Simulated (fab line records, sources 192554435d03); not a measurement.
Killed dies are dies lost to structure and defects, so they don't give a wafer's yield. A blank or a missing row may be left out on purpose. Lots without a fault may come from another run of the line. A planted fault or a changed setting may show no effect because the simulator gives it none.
Chamber matching | flow n5_finfet | N5_BEOL_M10_PECVD_70 on pecvd-04: 3 sister chambers
The step deposits SiO2 from TEOS/O2, target thk 20 nm, time 22.7 s. 6 wafers are shown with their chamber, then 12 later ones without.

WAFERS WITH THEIR CHAMBER
wafer  | chamber | throttle_valve_pct (%) | heater_power_w (W)
L083.6 | 2       | 20.2                   | 809
L084.5 | 0       | 21.2                   | 688
L084.6 | 2       | 19.9                   | 769
L089.2 | 1       | 21.5                   | 704
L089.5 | 1       | 21.4                   | 696
L089.6 | 0       | 21.5                   | 641

WAFERS WITHOUT THEIR CHAMBER
wafer  | throttle_valve_pct (%) | heater_power_w (W)
L091.1 | 21.3                   | 679
L091.3 | 21.5                   | 614
L091.6 | 21.4                   | 663
L095.4 | 20.4                   | 857
L095.5 | 21.4                   | 660
L095.6 | 21.5                   | 607
L093.1 | 21.3                   | 560
L093.4 | 21.3                   | 583
L093.5 | 20.4                   | 772
L097.2 | 21.3                   | 600
L097.4 | 21.5                   | 740
L097.5 | 20.5                   | 729

WHICH CHAMBER EACH WENT THROUGH
wafer  | from the rows above          | in truth
L091.1 | can't be placed: 0 or 1      | 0
L091.3 | can't be placed: 0 or 1      | 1
L091.6 | can't be placed: 0 or 1      | 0
L095.4 | 2                            | 2
L095.5 | can't be placed: 0 or 1      | 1
L095.6 | can't be placed: 0 or 1      | 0
L093.1 | can't be placed: 0 or 1      | 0
L093.4 | can't be placed: 0 or 1      | 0
L093.5 | 2                            | 2
L097.2 | can't be placed: 0 or 1      | 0
L097.4 | can't be placed: 1 or 0      | 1
L097.5 | can't be placed: 2 or 0 or 1 | 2
Placed correctly: 2 of 12. Can't be placed from these rows: 10 (the true chamber is among the candidates in 10). Placed wrongly: 0.
How it was worked out, from the rows above alone: a wafer's distance from a chamber is the root of the sum, over the readings, of the square of ((its reading less the chamber's mean) divided by the reading's scatter). The wafer belongs to the nearest chamber; if the next one is less than 2 further off, it can't be placed. A chamber's mean is the mean of its shown wafers. The scatter: the root of (the sum of the squares of (reading less its chamber's mean) over the shown wafers, divided by (wafers less chambers)).
